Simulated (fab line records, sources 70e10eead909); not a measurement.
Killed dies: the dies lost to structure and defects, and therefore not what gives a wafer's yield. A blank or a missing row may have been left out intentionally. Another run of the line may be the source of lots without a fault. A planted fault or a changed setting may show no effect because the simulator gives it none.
Which tool did it? ; flow nand_harc ; 24 lots (72 wafers sampled), 1 step of a 1302-step route

WHAT EACH GAUGE READ, for each wafer
NHARC_A_ONON_D2_THK_MEAS_14: measures by ellipsometry.
lot;measured;on;thk_nm (nm)
L074;day 12 19:28;film_metro-02;987 989 988
L075;day 13 03:53;film_metro-01;1006 1005 1006
L076;day 13 03:55;film_metro-02;995 995 996
L077;day 13 21:01;film_metro-02;1002 1001 1002
L078;day 14 04:02;film_metro-01;999 1000 998
L080;day 14 13:58;film_metro-01;992 992 993
L079;day 14 14:19;film_metro-02;1003 1003 1003
L081;day 15 15:01;film_metro-01;1003 1003 1004
L082;day 15 19:05;film_metro-02;1011 1011 1012
L083;day 16 04:06;film_metro-02;1007 1009 1008
L084;day 16 18:51;film_metro-01;1007 1007 1008
L085;day 16 18:52;film_metro-01;991 993 993
L086;day 17 05:43;film_metro-02;1011 1010 1011
L087;day 18 03:32;film_metro-02;1004 1004 1003
L088;day 18 17:17;film_metro-01;1003 1003 1004
L089;day 18 17:17;film_metro-02;1010 1010 1011
L090;day 19 05:44;film_metro-01;1006 1005 1004
L092;day 19 23:00;film_metro-01;994 995 996
L091;day 19 23:01;film_metro-02;999 998 999
L093;day 20 04:47;film_metro-01;988 986 987
L094;day 21 01:03;film_metro-01;992 992 991
L095;day 21 10:03;film_metro-02;1012 1011 1013
L097;day 22 09:18;film_metro-02;985 982 984
L096;day 22 09:18;film_metro-01;1004 1002 1004

TOOL THAT RAN EACH LOT (tool first, then ch and the chambers of the sampled wafers, then the start)
No process step before these readings appears in the record.

WHAT THE TOOLS THEMSELVES READ (means of the sampled wafers that have a number; where no wafer has one, the mark that the record gives instead)
The record holds no such reading with a usual standard deviation.

THE ANSWER, worked out from the rows above alone
Rule: what is usual is taken from the lots themselves. Put in order of their means at a reading, lots are off if they are a third of the lots or fewer, leave a main group of 4 or more, and stand apart from it by a gap of 3 or more times the standard deviation of the main group's means; of several such gaps the widest counts. Not used: any main group whose means are identical at the precision the tables above print for the reading. Also off: a lot with no number at a reading for which 4 or more lots have one. Where the step has rows for the other lots, those lots are counted as sound. The gauges are gone through in route order, then the tools' own readings, and for those a lot's mean is taken as printed above. At the first step where some lot is off, the reading lying furthest off is the one used; lots without a number count as furthest.
None of the lots is off at any reading shown; this tells nothing.

WHAT THE SIMULATOR HAD PUT IN
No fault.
